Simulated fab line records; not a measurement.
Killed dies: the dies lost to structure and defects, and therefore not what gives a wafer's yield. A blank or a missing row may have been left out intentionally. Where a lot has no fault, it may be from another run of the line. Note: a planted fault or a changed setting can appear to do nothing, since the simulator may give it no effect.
fab line records ; flow n5-finfet ; part 1 of 2: steps 1 to 3 of 6
[record] lots = 22; wafers = 66; last-day = 18
route steps=1938 shown PMOS_HMC_CHANNEL_EPI@71 FIN_SAQP@134 FIN_CUT@174 STI_FIN_REVEAL@188
lots that met no fault: from a run of the same line without faults
start-h: the number of hours between the record's first day and the start of the first shown wafer of the lot ; wait-h: hours elapsed since this lot's preceding step ; " as in the row above ; L1.1+2: several wafers, shown together as one row ; - value missing, or start not given ; * or withheld: withheld ; < > ~ a bound
route shown NAME@n: NAME is a module with steps in the file, n the number in the route of the first one ; usual: mean/standard deviation of fault-free wafers ; same: alike in all rows ; chamber/n: place in a boat ; sites: readings site by site ; _std_site: standard deviation of those values ; _edge_site: mean of outer sites minus mean of inner sites ; radius-mm: how far each site lies from the wafer's centre ; mask NAME#n: copy n ; behind: the last tool/chamber to shape the wafer ; hold: cause of the lot's hold/its duration in hours/its outcome ; device: whichever transistor did not switch (one of n, p or np) ; end of line: the same wafers' tests at the end of the route ; where a step has no rows: the recipe by itself ; killed: count of dies lost to structure and defects at first sort (not the wafer's yield) ; map: a wafer's dies, x killed, . not, _ none there
set.NAME: the setting the step ran with; set.NAME@STEP: the setting that earlier step ran with ; model.NAME: the simulator's own value behind a step, which no gauge read
the route's steps for a sample of lots (tables are steps, rows are wafers)
services: the hour from which a tool's chamber was out of use, counted from the record's first day as start-h (under 0 if before that day), plus the number of hours and why
[[steps]]
[step N5_PMOS_HMC_CHANNEL_EPI_STRIP_33]
[recipe] chemistry = N2/H2; power-w = 500; temp-c = 40; pressure-mtorr = 50; rf-frequency-hz = 6e+07; overash-fraction = 0.3; bias-power-w = 8; h2-frac = 0.5; n2-flow-sccm = 300; h2-flow-sccm = 300
[usual] bias-power-w = 8.000/0.024; drypump-motor-current-A = 5.8/0.47; oes-product-au = 0.74/0.05; rf-vpp-V = 54.1/1.7; showerhead-plenum-p-Torr = 3.32/0.1; temp-c = 39.98/0.11; throttle-valve-pct = 18.91/0.28
lot.wafer;tool;chamber;start-h;wait-h;bias-power-w;drypump-motor-current-A;oes-product-au;rf-hours-counter-h;rf-vpp-V;showerhead-plenum-p-Torr;temp-c;throttle-valve-pct
L074.1;rie-diel-04;1;17.89;0.0;7.979;6.1;0.79;109;56.9;3.52;40.22;18.78
L074.4;rie-diel-04;2;17.89;0.0;8.029;5.7;0.70;198;54.3;3.33;40.04;19.11
L074.5;rie-diel-04;1;17.89;0.0;8.016;6.1;0.80;-;53.6;3.52;40.23;18.80
L075.2;rie-diel-03;2;24.03;0.0;7.999;6.2;0.77;119;57.4;3.25;39.97;19.26
L075.4;rie-diel-03;0;24.03;0.0;7.997;6.1;0.81;130;55.4;3.23;40.09;18.52
L075.6;rie-diel-03;1;24.03;0.0;7.991;4.7;0.70;-;53.6;3.45;40.04;18.83
L077.1;rie-diel-03;1;35.65;0.0;7.996;4.7;0.67;213;54.2;3.45;39.85;18.85
L077.2;rie-diel-03;3;35.65;0.0;8.005;6.2;0.85;63;53.8;3.27;40.15;18.82
L077.5;rie-diel-03;2;35.65;0.0;7.985;6.2;0.77;-;54.8;3.25;40.10;19.27
L078.2;rie-diel-03;1;41.44;0.0;7.958;4.7;0.68;214;56.5;3.45;39.91;18.88
L078.4;rie-diel-03;2;41.44;0.0;7.990;6.2;0.76;124;49.5;3.25;39.91;19.28
L078.6;rie-diel-03;3;41.44;0.0;7.994;6.3;0.84;-;53.3;3.27;40.22;18.84
L079.3;rie-diel-03;1;47.69;0.0;8.040;4.7;0.69;216;57.0;3.45;39.85;18.88
L079.4;rie-diel-03;3;47.69;0.0;8.028;6.2;0.84;67;55.6;3.27;40.13;18.83
L079.6;rie-diel-03;3;47.69;0.0;8.006;6.2;0.83;-;55.4;3.27;40.07;18.84
L081.2;rie-diel-02;3;59.64;0.0;7.988;6.3;0.69;222;54.2;3.46;39.97;19.05
L081.3;rie-diel-02;0;59.64;0.0;7.963;5.7;0.79;107;56.4;3.38;39.95;19.18
L081.4;rie-diel-02;1;59.64;0.0;8.003;5.7;0.79;103;53.0;3.12;39.98;18.32
L082.2;rie-diel-03;2;65.53;0.0;8.033;6.2;0.75;132;54.3;3.24;39.83;19.33
L082.4;rie-diel-03;0;65.53;0.0;8.006;6.1;0.79;-;56.5;3.23;39.93;18.55
L082.6;rie-diel-03;3;65.53;0.0;7.961;6.2;0.84;-;54.4;3.26;39.94;18.85
L083.1;rie-diel-04;2;71.83;0.0;8.052;5.7;0.69;216;52.1;3.32;40.05;19.11
L083.2;rie-diel-04;0;71.83;0.0;7.997;5.6;0.72;172;56.9;3.35;39.94;19.01
L083.3;rie-diel-04;1;71.83;0.0;8.007;6.1;0.78;128;52.0;3.51;39.93;18.87
L084.2;rie-diel-02;1;78.03;0.0;8.000;5.8;0.80;109;51.6;3.12;39.98;18.33
L084.4;rie-diel-02;2;78.03;0.0;7.994;5.1;0.68;232;52.8;3.30;39.96;18.56
L084.5;rie-diel-02;1;78.03;0.0;8.024;5.7;0.78;-;56.1;3.12;40.09;18.35
L085.1;rie-diel-04;0;83.71;0.0;7.941;5.6;0.71;175;54.5;3.34;40.05;19.01
L085.3;rie-diel-04;3;83.71;0.0;7.976;5.8;0.74;185;55.1;3.34;39.87;19.16
L085.5;rie-diel-04;3;83.71;0.0;7.971;5.8;0.74;-;54.5;3.34;40.05;19.18
L086.2;rie-diel-02;3;89.72;0.0;7.989;6.3;0.70;230;57.7;3.46;39.89;19.05
L086.3;rie-diel-02;1;89.72;0.0;8.021;5.7;0.79;112;51.0;3.12;40.12;18.35
L086.6;rie-diel-02;3;89.72;0.0;8.013;6.3;0.70;-;57.7;3.46;39.94;19.06
L087.1;rie-diel-02;3;95.69;0.0;7.980;6.3;0.70;231;54.5;3.46;40.00;19.09
L087.3;rie-diel-02;0;95.69;0.0;7.979;5.7;0.78;117;53.9;3.38;39.93;19.23
L087.6;rie-diel-02;2;95.69;0.0;7.976;5.2;0.68;-;52.4;3.30;40.09;18.59
L088.1;rie-diel-03;3;101.78;0.0;8.020;6.2;0.83;84;53.5;3.26;39.99;18.86
L088.4;rie-diel-03;1;101.78;0.0;8.051;4.7;0.68;231;53.8;3.44;39.87;18.86
L088.6;rie-diel-03;0;101.78;0.0;8.015;6.1;0.78;-;54.9;3.22;40.05;18.57
L089.1;rie-diel-03;0;107.74;0.0;8.043;6.2;0.77;157;53.3;3.22;39.93;18.58
L089.5;rie-diel-03;1;107.74;0.0;8.000;4.7;0.67;-;54.6;3.44;39.89;18.87
L089.6;rie-diel-03;2;107.74;0.0;8.014;6.2;0.75;-;52.8;3.24;40.03;19.31
L090.1;rie-diel-02;3;113.52;0.0;8.035;6.3;0.70;236;54.8;3.46;39.81;19.06
L090.3;rie-diel-02;1;113.52;0.0;7.989;5.7;0.77;119;54.4;3.11;39.99;18.38
L090.4;rie-diel-02;2;113.52;0.0;8.030;5.2;0.67;241;52.9;3.30;39.97;18.61
L091.2;rie-diel-02;2;119.43;0.0;7.995;5.2;0.67;243;53.6;3.30;39.83;18.59
L091.5;rie-diel-02;2;119.43;0.0;7.996;5.2;0.67;-;54.7;3.30;39.95;18.59
L091.6;rie-diel-02;1;119.43;0.0;7.950;5.7;0.79;-;54.3;3.11;40.11;18.36
L092.1;rie-diel-03;1;126.11;0.0;7.982;4.7;0.68;238;54.7;3.43;40.17;18.91
L092.2;rie-diel-03;3;126.11;0.0;8.015;6.2;0.81;90;55.4;3.26;39.80;18.87
L092.4;rie-diel-03;0;126.11;0.0;7.976;6.1;0.76;162;51.2;3.22;39.89;18.59
L093.1;rie-diel-02;2;132.98;0.0;8.014;5.2;0.68;248;55.8;3.29;39.90;18.61
L093.3;rie-diel-02;3;132.98;0.0;8.031;6.3;0.68;243;54.5;3.45;40.08;19.06
L093.4;rie-diel-02;3;132.98;0.0;8.036;6.3;0.69;-;51.1;3.45;39.95;19.07
L094.1;rie-diel-04;3;137.78;0.0;8.008;5.8;0.73;200;53.5;3.33;39.91;19.20
L094.5;rie-diel-04;1;137.78;0.0;7.985;6.1;0.77;-;54.8;3.50;39.77;18.85
L094.6;rie-diel-04;0;137.78;0.0;8.007;5.6;0.71;-;51.7;3.34;40.07;19.01
L095.3;rie-diel-04;3;143.59;0.0;7.985;5.8;0.73;202;52.3;3.33;40.07;19.18
L095.4;rie-diel-04;2;143.59;0.0;8.008;5.7;0.67;237;56.7;3.30;39.82;19.14
L095.6;rie-diel-04;0;143.59;0.0;7.996;5.6;0.70;-;53.4;3.34;39.90;19.06
L096.1;rie-diel-04;0;149.68;0.0;8.015;5.6;0.71;192;54.2;3.34;40.04;19.02
L096.4;rie-diel-04;1;149.68;0.0;7.945;6.1;0.76;148;57.9;3.50;40.22;18.86
L096.5;rie-diel-04;1;149.68;0.0;7.982;6.1;0.77;-;54.0;3.50;40.03;18.86
L097.1;rie-diel-03;1;155.73;0.0;8.027;4.7;0.67;247;55.5;3.43;39.90;18.93
L097.3;rie-diel-03;3;155.73;0.0;7.987;6.2;0.81;98;52.7;3.25;40.00;18.89
L097.5;rie-diel-03;1;155.73;0.0;8.000;4.7;0.67;-;53.6;3.43;39.97;18.89
[step N5_FIN_SAQP_ETCH_69]
[recipe] chemistry = N2/H2; target = SOC; target-depth-a = 1500; stop-on = SiNx; ion-energy-ev = 100; bias-w = 61; pressure-mtorr = 30; source-w = 850; n2-flow-sccm = 200; h2-flow-sccm = 200
[usual] drypump-motor-current-A = 5.6/0.43; oes-product-au = 0.79/0.094; rf-vpp-V = 241.0/1.5; showerhead-plenum-p-Torr = 2.56/0.09; throttle-valve-pct = 17.84/0.22
lot.wafer;tool;chamber;start-h;wait-h;drypump-motor-current-A;oes-product-au;rf-hours-counter-h;rf-vpp-V;showerhead-plenum-p-Torr;throttle-valve-pct
L074.1;rie-diel-05;0;26.66;-;5.5;0.67;238;239.6;2.50;17.88
L074.4;rie-diel-05;2;26.66;-;5.7;0.99;4;241.2;2.49;17.85
L074.5;rie-diel-05;0;26.66;-;5.5;0.67;-;240.5;2.50;17.86
L075.2;rie-diel-05;3;31.56;-;5.0;0.71;235;238.0;2.40;17.92
L075.4;rie-diel-05;1;31.56;-;6.1;0.69;223;241.6;2.61;17.89
L075.6;rie-diel-05;1;31.56;-;6.1;0.69;-;240.9;2.61;17.90
L077.1;rie-diel-06;0;43.63;-;4.8;0.91;19;241.2;2.70;17.74
L077.2;rie-diel-06;2;43.63;-;5.8;0.74;169;241.4;2.54;17.92
L077.5;rie-diel-06;2;43.63;-;5.8;0.74;-;239.5;2.54;17.92
L078.2;rie-diel-06;3;50.90;-;5.7;0.71;195;240.8;2.63;18.12
L078.4;rie-diel-06;2;50.90;-;5.8;0.73;-;240.5;2.53;17.93
L078.6;rie-diel-06;0;50.90;-;4.8;0.91;-;242.5;2.70;17.76
L079.3;rie-diel-01;3;54.96;-;5.3;0.84;54;238.7;2.48;17.46
L079.4;rie-diel-01;0;54.96;-;6.2;0.72;184;239.8;2.54;18.17
L079.6;rie-diel-01;3;54.96;-;5.4;0.84;-;239.1;2.48;17.44
L081.2;rie-diel-06;0;68.44;-;4.8;0.89;29;243.6;2.70;17.77
L081.3;rie-diel-06;3;68.44;-;5.6;0.71;200;242.9;2.62;18.14
L081.4;rie-diel-06;1;68.44;-;6.2;0.94;6;241.8;2.72;17.85
L082.2;rie-diel-01;0;74.06;-;6.2;0.71;190;240.4;2.54;18.20
L082.4;rie-diel-01;3;74.06;-;5.4;0.84;61;240.1;2.47;17.44
L082.6;rie-diel-01;2;74.06;-;5.3;0.81;-;239.6;2.47;17.68
L083.1;rie-diel-05;0;79.52;-;5.5;0.95;3;239.6;2.49;17.46
L083.2;rie-diel-05;1;79.52;-;6.1;0.68;245;241.8;2.60;17.92
L083.3;rie-diel-05;2;79.52;-;5.7;0.91;27;239.7;2.48;17.90
L084.2;rie-diel-01;1;86.14;-;5.6;0.71;192;240.6;2.52;17.87
L084.4;rie-diel-01;3;86.14;-;5.4;0.83;66;239.6;2.47;17.48
L084.5;rie-diel-01;2;86.14;-;5.3;0.80;-;239.3;2.46;17.69
L085.1;rie-diel-01;3;92.07;-;5.4;0.83;68;240.2;2.47;17.49
L085.3;rie-diel-01;0;92.07;-;6.2;0.71;196;240.3;2.53;18.20
L085.5;rie-diel-01;2;92.07;-;5.3;0.81;-;240.2;2.46;17.69
L086.2;rie-diel-01;0;99.95;-;6.2;0.71;199;240.0;2.53;18.20
L086.3;rie-diel-01;1;99.95;-;5.7;0.71;197;240.8;2.52;17.89
L086.6;rie-diel-01;0;99.95;-;6.2;0.71;-;241.2;2.53;18.21
L087.1;rie-diel-05;0;103.12;-;5.5;0.90;13;241.4;2.49;17.49
L087.3;rie-diel-05;2;103.12;-;5.7;0.89;38;239.3;2.48;17.90
L087.6;rie-diel-05;1;103.12;-;6.1;0.67;-;240.7;2.60;17.94
L088.1;rie-diel-06;0;109.29;-;4.8;0.86;41;243.6;2.69;17.80
L088.4;rie-diel-06;3;109.29;-;5.7;0.69;213;241.8;2.62;18.15
L088.6;rie-diel-06;0;109.29;-;4.8;0.87;-;243.5;2.69;17.78
L089.1;rie-diel-05;2;115.42;-;5.7;0.89;43;240.2;2.48;17.92
L089.5;rie-diel-05;2;115.42;-;5.7;0.89;-;239.8;2.48;17.93
L089.6;rie-diel-05;0;115.42;-;5.5;0.89;-;240.6;2.49;17.49
L090.1;rie-diel-06;3;120.97;-;5.7;0.69;217;243.1;2.62;18.17
L090.3;rie-diel-06;1;120.97;-;6.3;0.89;21;242.6;2.71;17.87
L090.4;rie-diel-06;2;120.97;-;5.8;0.72;194;240.7;2.53;17.97
L091.2;rie-diel-06;2;126.63;-;5.8;0.72;196;241.2;2.52;17.96
L091.5;rie-diel-06;1;126.63;-;6.2;0.89;-;240.7;2.71;17.88
L091.6;rie-diel-06;2;126.63;-;5.8;0.72;-;239.9;2.52;17.97
L092.1;rie-diel-06;0;133.84;-;4.8;0.86;50;244.1;2.69;17.80
L092.2;rie-diel-06;2;133.84;-;5.8;0.72;199;241.2;2.52;17.96
L092.4;rie-diel-06;3;133.84;-;5.7;0.69;221;241.6;2.62;18.16
L093.1;rie-diel-05;1;140.17;-;6.1;0.94;4;242.9;2.59;17.47
L093.3;rie-diel-05;0;140.17;-;5.4;0.89;25;240.2;2.48;17.52
L093.4;rie-diel-05;3;140.17;-;5.0;0.91;13;242.0;2.71;17.48
L094.1;rie-diel-05;2;145.45;-;5.6;0.87;56;239.5;2.47;17.94
L094.5;rie-diel-05;3;145.45;-;5.0;0.90;-;244.0;2.71;17.51
L094.6;rie-diel-05;0;145.45;-;5.5;0.87;-;241.0;2.48;17.51
L095.3;rie-diel-06;3;151.70;-;5.7;0.69;227;241.2;2.61;18.18
L095.4;rie-diel-06;2;151.70;-;5.8;0.72;-;241.4;2.52;17.99
L095.6;rie-diel-06;3;151.70;-;5.7;0.68;-;241.2;2.61;18.16
L096.1;rie-diel-01;0;158.77;-;6.2;0.70;219;240.2;2.52;18.23
L096.4;rie-diel-01;1;158.77;-;5.7;0.69;218;240.7;2.51;17.93
L096.5;rie-diel-01;2;158.77;-;5.3;0.78;-;240.0;2.45;17.73
L097.1;rie-diel-06;0;165.09;-;4.8;0.84;57;243.3;2.68;17.81
L097.3;rie-diel-06;3;165.09;-;5.7;0.68;232;241.1;2.61;18.18
L097.5;rie-diel-06;1;165.09;-;6.3;0.87;-;240.8;2.70;17.90
[step N5_FIN_SAQP_CD_MEAS_31]
[recipe] target-cd-nm = 8; landing-energy-ev = 1000; detector = se-inlens; polarity = line
[usual] cd-nm = 8.08/0.21
lot.wafer;tool;chamber;start-h;wait-h;cd-nm
L074.1;cd-sem-03;0;27.53;0.1;8.21
L074.4;cd-sem-03;0;27.53;0.1;8.06
L074.5;cd-sem-03;0;27.53;0.1;8.19
L075.2;cd-sem-01;0;32.40;0.1;8.18
L075.4;cd-sem-01;0;32.40;0.1;8.00
L075.6;cd-sem-01;0;32.40;0.1;8.16
L077.1;cd-sem-01;0;44.46;0.1;8.38
L077.2;cd-sem-01;0;44.46;0.1;7.91
L077.5;cd-sem-01;0;44.46;0.1;7.83
L078.2;cd-sem-01;0;51.73;0.1;8.37
L078.4;cd-sem-01;0;51.73;0.1;7.78
L078.6;cd-sem-01;0;51.73;0.1;8.00
L079.3;cd-sem-01;0;55.79;0.1;8.10
L079.4;cd-sem-01;0;55.79;0.1;8.42
L079.6;cd-sem-01;0;55.79;0.1;7.96
L081.2;cd-sem-01;0;69.27;0.1;8.35
L081.3;cd-sem-01;0;69.27;0.1;8.35
L081.4;cd-sem-01;0;69.27;0.1;8.58
L082.2;cd-sem-02;0;74.89;0.1;7.97
L082.4;cd-sem-02;0;74.89;0.1;8.11
L082.6;cd-sem-02;0;74.89;0.1;8.13
L083.1;cd-sem-03;0;80.35;0.1;7.73
L083.2;cd-sem-03;0;80.35;0.1;7.72
L083.3;cd-sem-03;0;80.35;0.1;8.09
L084.2;cd-sem-03;0;88.23;0.1;7.92
L084.4;cd-sem-03;0;88.23;0.1;7.99
L084.5;cd-sem-03;0;88.23;0.1;7.82
L085.1;cd-sem-03;0;93.38;0.1;8.17
L085.3;cd-sem-03;0;93.38;0.1;8.11
L085.5;cd-sem-03;0;93.38;0.1;7.68
L086.2;cd-sem-02;0;100.80;0.1;7.82
L086.3;cd-sem-02;0;100.80;0.1;7.91
L086.6;cd-sem-02;0;100.80;0.1;8.01
L087.1;cd-sem-01;0;103.95;0.1;8.27
L087.3;cd-sem-01;0;103.95;0.1;8.13
L087.6;cd-sem-01;0;103.95;0.1;8.02
L088.1;cd-sem-03;0;110.21;0.1;7.76
L088.4;cd-sem-03;0;110.21;0.1;8.16
L088.6;cd-sem-03;0;110.21;0.1;8.22
L089.1;cd-sem-03;0;116.44;0.1;8.28
L089.5;cd-sem-03;0;116.44;0.1;8.09
L089.6;cd-sem-03;0;116.44;0.1;8.08
L090.1;cd-sem-03;0;121.82;0.1;7.84
L090.3;cd-sem-03;0;121.82;0.1;7.97
L090.4;cd-sem-03;0;121.82;0.1;7.78
L091.2;cd-sem-03;0;127.65;0.1;7.80
L091.5;cd-sem-03;0;127.65;0.1;7.67
L091.6;cd-sem-03;0;127.65;0.1;8.04
L092.1;cd-sem-03;0;134.76;0.1;8.22
L092.2;cd-sem-03;0;134.76;0.1;8.07
L092.4;cd-sem-03;0;134.76;0.1;8.02
L093.1;cd-sem-03;0;141.17;0.1;8.06
L093.3;cd-sem-03;0;141.17;0.1;7.82
L093.4;cd-sem-03;0;141.17;0.1;8.15
L094.1;cd-sem-02;0;146.31;0.1;7.83
L094.5;cd-sem-02;0;146.31;0.1;8.01
L094.6;cd-sem-02;0;146.31;0.1;8.05
L095.3;cd-sem-01;0;152.75;0.1;8.51
L095.4;cd-sem-01;0;152.75;0.1;8.08
L095.6;cd-sem-01;0;152.75;0.1;7.68
L096.1;cd-sem-02;0;160.84;0.1;8.14
L096.4;cd-sem-02;0;160.84;0.1;8.05
L096.5;cd-sem-02;0;160.84;0.1;8.05
L097.1;cd-sem-01;0;167.25;0.1;8.53
L097.3;cd-sem-01;0;167.25;0.1;7.77
L097.5;cd-sem-01;0;167.25;0.1;8.41
